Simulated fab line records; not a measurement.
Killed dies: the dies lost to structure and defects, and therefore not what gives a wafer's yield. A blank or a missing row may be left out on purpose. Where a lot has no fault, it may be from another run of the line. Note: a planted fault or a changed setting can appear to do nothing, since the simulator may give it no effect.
Matching of chambers | flow nand harc | rie diel-11 running NHARC_A_STAIRCASE_DESCUM_219: 4 sister chambers
The step chemistry O2, time 3 s. 14 wafers are shown with their chamber, then 7 later ones without.

WAFERS PAIRED WITH THEIR CHAMBERS
wafer  | chamber | showerhead plenum p Torr (Torr) | drypump motor current A (A) | oes product au (a.u.)
L075.1 | 1       | 1.99                            | 6.2                         | 1.002
L075.3 | 3       | 1.79                            | 6.5                         | 1.007
L075.4 | 0       | 1.96                            | 6.0                         | 0.990
L074.1 | 1       | 1.99                            | 6.2                         | 1.005
L074.2 | 2       | 1.91                            | 5.8                         | 0.991
L074.3 | 3       | 1.79                            | 6.5                         | 0.998
L077.2 | 3       | 1.79                            | 6.5                         | 0.987
L077.5 | 0       | 1.96                            | 6.0                         | 0.990
L077.6 | 3       | 1.79                            | 6.5                         | 0.988
L079.2 | 0       | 1.96                            | 6.0                         | 1.004
L079.3 | 2       | 1.91                            | 5.9                         | 0.991
L079.4 | 3       | 1.79                            | 6.5                         | 1.003
L080.2 | 2       | 1.90                            | 5.8                         | 0.997
L080.3 | 3       | 1.79                            | 6.5                         | 1.001

SIGNATURES, as means of the wafers listed above
reading                  | chamber 0 | chamber 1 | chamber 2 | chamber 3 | scatter within a chamber
showerhead plenum p Torr | 1.9600    | 1.9900    | 1.9067    | 1.7900    | 0.00258
drypump motor current A  | 6.000     | 6.200     | 5.833     | 6.500     | 0.0258
oes product au           | 0.99467   | 1.00350   | 0.99300   | 0.99733   | 0.00702
Rule: distance of a wafer from a chamber = root of the sum over the readings of ((wafer's reading minus chamber's mean) / reading's scatter) squared. The wafer belongs to the nearest chamber; if the next one is less than 2 further off, it can't be placed. How the scatter is found: for the shown wafers, subtract from each reading the mean of its chamber, square and add these, divide the total by (wafers less chambers), then take the root.

WAFERS MISSING THEIR CHAMBER
wafer  | showerhead plenum p Torr (Torr) | drypump motor current A (A) | oes product au (a.u.)
L080.4 | 1.99                            | 6.2                         | 1.008
L088.2 | 1.79                            | 6.5                         | 0.996
L088.4 | 1.98                            | 6.2                         | 0.988
L088.5 | 1.96                            | 6.0                         | 0.986
L094.3 | 1.78                            | 6.5                         | 0.992
L094.4 | 1.89                            | 5.8                         | 0.982
L094.6 | 1.78                            | 6.5                         | 0.998

EACH ONE'S CHAMBER
wafer  | from the rows above | in truth
L080.4 | 1                   | 1
L088.2 | 3                   | 3
L088.4 | 1                   | 1
L088.5 | 0                   | 0
L094.3 | 3                   | 3
L094.4 | 2                   | 2
L094.6 | 3                   | 3
Correctly placed: 7 of 7. Number that these rows cannot place: 0. Wrongly placed: 0.
